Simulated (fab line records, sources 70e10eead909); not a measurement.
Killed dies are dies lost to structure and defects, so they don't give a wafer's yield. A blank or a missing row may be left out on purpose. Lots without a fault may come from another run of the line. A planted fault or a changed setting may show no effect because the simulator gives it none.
Which tool did it? | flow nand_harc | 24 lots, 72 wafers sampled, at 3 steps of a route of 1302

WHAT THE GAUGES READ, wafer by wafer
NHARC_A_DECK1_JOINT_THK_MEAS_14: measures by ellipsometry. Usual: thk_nm 51.6 nm, standard deviation 1.8.
lot  | measured     | on            | thk_nm (nm)    | flag
L074 | day 11 17:08 | film_metro-01 | 50.2 53.8 48.1 |
L075 | day 11 17:08 | film_metro-02 | 49.7 51.1 51.8 |
L076 | day 12 08:37 | film_metro-02 | 50.4 49.7 49.7 |
L077 | day 12 18:44 | film_metro-01 | 49.9 51.6 50.8 |
L078 | day 12 18:45 | film_metro-02 | 49.5 55.2 49.8 |
L080 | day 13 12:55 | film_metro-01 | 51.3 54.6 50.0 |
L079 | day 13 12:55 | film_metro-02 | 51.1 52.9 52.4 |
L081 | day 14 03:19 | film_metro-01 | 50.5 48.6 50.9 |
L082 | day 15 00:43 | film_metro-01 | 50.6 53.8 49.8 |
L083 | day 15 00:52 | film_metro-02 | 51.8 49.7 52.2 |
L084 | day 15 15:05 | film_metro-01 | 47.3 53.4 51.7 |
L085 | day 15 22:01 | film_metro-02 | 52.8 51.5 53.0 |
L086 | day 16 05:29 | film_metro-01 | 52.5 51.4 53.0 |
L087 | day 16 12:31 | film_metro-01 | 52.6 51.8 48.7 |
L088 | day 17 08:32 | film_metro-02 | 54.9 54.9 54.9 |
L089 | day 17 08:32 | film_metro-01 | 54.3 55.2 52.3 |
L090 | day 18 08:05 | film_metro-02 | 52.6 49.2 51.4 |
L091 | day 18 19:21 | film_metro-02 | 52.1 50.1 52.3 |
L092 | day 19 03:04 | film_metro-02 | 51.5 50.0 50.3 |
L093 | day 19 03:04 | film_metro-01 | 51.9 52.6 49.3 |
L094 | day 19 21:53 | film_metro-01 | 53.1 51.9 50.8 |
L095 | day 20 00:58 | film_metro-02 | 49.7 54.2 48.8 |
L096 | day 20 12:19 | film_metro-01 | 50.2 50.7 51.7 |
L097 | day 20 21:46 | film_metro-02 | 52.4 53.6 50.9 |

NHARC_A_ONON_D2_THK_MEAS_30: measures by ellipsometry. Usual: thk_nm 1000 nm, standard deviation 12.
lot  | measured     | on            | thk_nm (nm)    | flag
L074 | day 13 03:36 | film_metro-01 | 990 989 987    |
L075 | day 13 03:35 | film_metro-02 | 997 998 997    |
L076 | day 13 22:07 | film_metro-01 | 990 989 989    |
L077 | day 14 12:34 | film_metro-01 | 1011 1011 1012 |
L078 | day 14 12:51 | film_metro-01 | 1001 1000 1001 |
L080 | day 15 10:38 | film_metro-01 | 995 997 994    |
L079 | day 15 10:36 | film_metro-02 | 1019 1020 1019 |
L081 | day 15 22:55 | film_metro-02 | 994 993 993    |
L082 | day 16 11:16 | film_metro-01 | 1010 1011 1013 |
L083 | day 16 11:16 | film_metro-02 | 999 1000 1000  |
L084 | day 17 05:01 | film_metro-01 | 998 997 997    |
L085 | day 17 11:05 | film_metro-01 | 1000 1000 1000 |
L086 | day 17 20:18 | film_metro-02 | 1014 1018 1017 |
L087 | day 18 04:05 | film_metro-01 | 987 986 986    |
L088 | day 18 19:47 | film_metro-01 | 1007 1010 1008 |
L089 | day 18 19:46 | film_metro-02 | 1011 1011 1011 |
L090 | day 19 23:14 | film_metro-02 | 1004 1004 1005 |
L091 | day 20 08:54 | film_metro-02 | 970 972 971    |
L092 | day 20 15:03 | film_metro-02 | 979 979 979    |
L093 | day 20 15:05 | film_metro-01 | 989 991 991    |
L094 | day 21 13:22 | film_metro-01 | 997 997 998    |
L095 | day 21 13:22 | film_metro-02 | 1009 1008 1009 |
L096 | day 22 04:21 | film_metro-01 | 1008 1008 1008 |
L097 | day 22 17:23 | film_metro-01 | 1010 1011 1012 |

WHICH TOOL RAN EACH LOT (tool, then ch and the chambers of the sampled wafers, then the start)
lot  | NHARC_A_CHANNEL_HOLE_D1_ETCH_44
L074 | rie_diel-02 ch 0,1,3, day 8 21:02
L075 | rie_diel-02 ch 0,2,3, day 9 05:37
L076 | rie_diel-07 ch 0,1,2, day 9 19:07
L077 | rie_diel-07 ch 0,1, day 10 06:31
L078 | rie_diel-07 ch 0,1,2, day 10 08:38
L080 | rie_diel-07 ch 0,1, day 10 23:53
L079 | rie_diel-07 ch 2,3, day 11 00:19
L081 | rie_diel-07 ch 0,2,3, day 11 13:46
L082 | rie_diel-07 ch 0,3, day 12 05:35
L083 | rie_diel-07 ch 2,3, day 12 09:10
L084 | rie_diel-07 ch 0,3, day 12 20:52
L085 | rie_diel-02 ch 1,2,3, day 13 09:29
L086 | rie_diel-07 ch 0,1,3, day 13 17:29
L087 | rie_diel-07 ch 0,2,3, day 14 00:08
L088 | rie_diel-07 ch 1,3, day 14 20:59
L089 | rie_diel-02 ch 0,2,3, day 14 21:43
L090 | rie_diel-13 ch 0,1,3, day 15 16:34
L091 | rie_diel-07 ch 1,3, day 16 07:24
L092 | rie_diel-07 ch 1,2,3, day 16 10:52
L093 | rie_diel-07 ch 0,2,3, day 16 15:54
L094 | rie_diel-07 ch 0,1,3, day 17 06:55
L095 | rie_diel-07 ch 0,2,3, day 17 11:08
L096 | rie_diel-13 ch 0,1,2, day 17 23:14
L097 | rie_diel-07 ch 0,2,3, day 18 06:33
- NHARC_A_CHANNEL_HOLE_D1_ETCH_44: etches the open film in CF4/O2, target depth 140 nm, overetch 14 nm, time 77 s.

WHAT THE TOOLS THEMSELVES READ (means of the sampled wafers that have a number; where no wafer has one, the mark that the record gives instead)
NHARC_A_CHANNEL_HOLE_D1_ETCH_44. Usual: cf4_flow_sccm 79.97 sccm, standard deviation 0.24; drypump_motor_current_A 5.6 A, standard deviation 0.32; oes_product_au 1.009 a.u., standard deviation 0.0094; rf_vpp_V 197.4 V, standard deviation 1.5; showerhead_plenum_p_Torr 1.31 Torr, standard deviation 0.054; throttle_valve_pct 13.397 %, standard deviation 0.0097.
lot  | tool        | cf4_flow_sccm (sccm) | drypump_motor_current_A (A) | oes_product_au (a.u.) | rf_vpp_V (V) | showerhead_plenum_p_Torr (Torr) | throttle_valve_pct (%) | flag
L074 | rie_diel-02 | 79.67                | 5.8                         | 1.003                 | 198.3        | 1.34                            | 13.395                 |
L075 | rie_diel-02 | 80.00                | 5.6                         | 1.008                 | 196.5        | 1.29                            | 13.387                 |
L076 | rie_diel-07 | 80.00                | 5.4                         | 1.014                 | 198.3        | 1.34                            | 13.401                 |
L077 | rie_diel-07 | 79.71                | 5.1                         | 1.007                 | 199.9        | 1.38                            | 13.390                 |
L078 | rie_diel-07 | 80.04                | 5.4                         | 1.006                 | 197.7        | 1.34                            | 13.412                 |
L080 | rie_diel-07 | 80.06                | 5.3                         | 1.009                 | 197.5        | 1.35                            | 13.395                 |
L079 | rie_diel-07 | 79.81                | 5.8                         | 1.019                 | 196.0        | 1.26                            | 13.395                 |
L081 | rie_diel-07 | 79.89                | 5.5                         | 1.012                 | 197.0        | 1.31                            | 13.399                 |
L082 | rie_diel-07 | 79.91                | 5.3                         | 1.019                 | 198.4        | 1.35                            | 13.394                 |
L083 | rie_diel-07 | 80.00                | 5.8                         | 1.013                 | 195.2        | 1.26                            | 13.403                 |
L084 | rie_diel-07 | 80.06                | 5.6                         | 1.011                 | 196.4        | 1.30                            | 13.396                 |
L085 | rie_diel-02 | 79.94                | 5.8                         | 1.008                 | 197.9        | 1.33                            | 13.400                 |
L086 | rie_diel-07 | 79.65                | 5.4                         | 1.003                 | 197.1        | 1.33                            | 13.399                 |
L087 | rie_diel-07 | 79.96                | 5.5                         | 1.009                 | 198.0        | 1.31                            | 13.409                 |
L088 | rie_diel-07 | 80.19                | 5.5                         | 1.010                 | 197.4        | 1.30                            | 13.396                 |
L089 | rie_diel-02 | 79.98                | 5.6                         | 0.993                 | 196.7        | 1.28                            | 13.389                 |
L090 | rie_diel-13 | 80.09                | 5.8                         | 1.007                 | 198.7        | 1.34                            | 13.392                 |
L091 | rie_diel-07 | 79.87                | 5.5                         | 1.010                 | 197.3        | 1.30                            | 13.398                 |
L092 | rie_diel-07 | 79.96                | 5.6                         | 1.007                 | 197.1        | 1.29                            | 13.397                 |
L093 | rie_diel-07 | 80.09                | 5.5                         | 1.012                 | 196.9        | 1.31                            | 13.392                 |
L094 | rie_diel-07 | 80.24                | 5.4                         | 1.014                 | 197.1        | 1.33                            | 13.391                 |
L095 | rie_diel-07 | 79.98                | 5.5                         | 1.020                 | 197.2        | 1.31                            | 13.401                 |
L096 | rie_diel-13 | 79.94                | 5.7                         | 1.010                 | 197.6        | 1.30                            | 13.408                 |
L097 | rie_diel-07 | 80.00                | 5.5                         | 1.016                 | 196.9        | 1.31                            | 13.395                 |

THE ANSWER, worked out from the rows above alone
Rule: a lot is off if the mean of its wafers that have a number lies more than 3 standard deviations from the usual mean. A lot without any number at a reading at which 4 lots or more have one is off too. The other lots that the step has rows for count as sound. The gauges are gone through in route order, then the tools' own readings, and for those a lot's mean is taken as printed above. The first step at which some lot is off is used, and at that step the reading that is off furthest; a lot without a number counts as furthest.
No lot is off at any reading shown: from this, nothing can be told.

WHAT THE SIMULATOR HAD PUT IN
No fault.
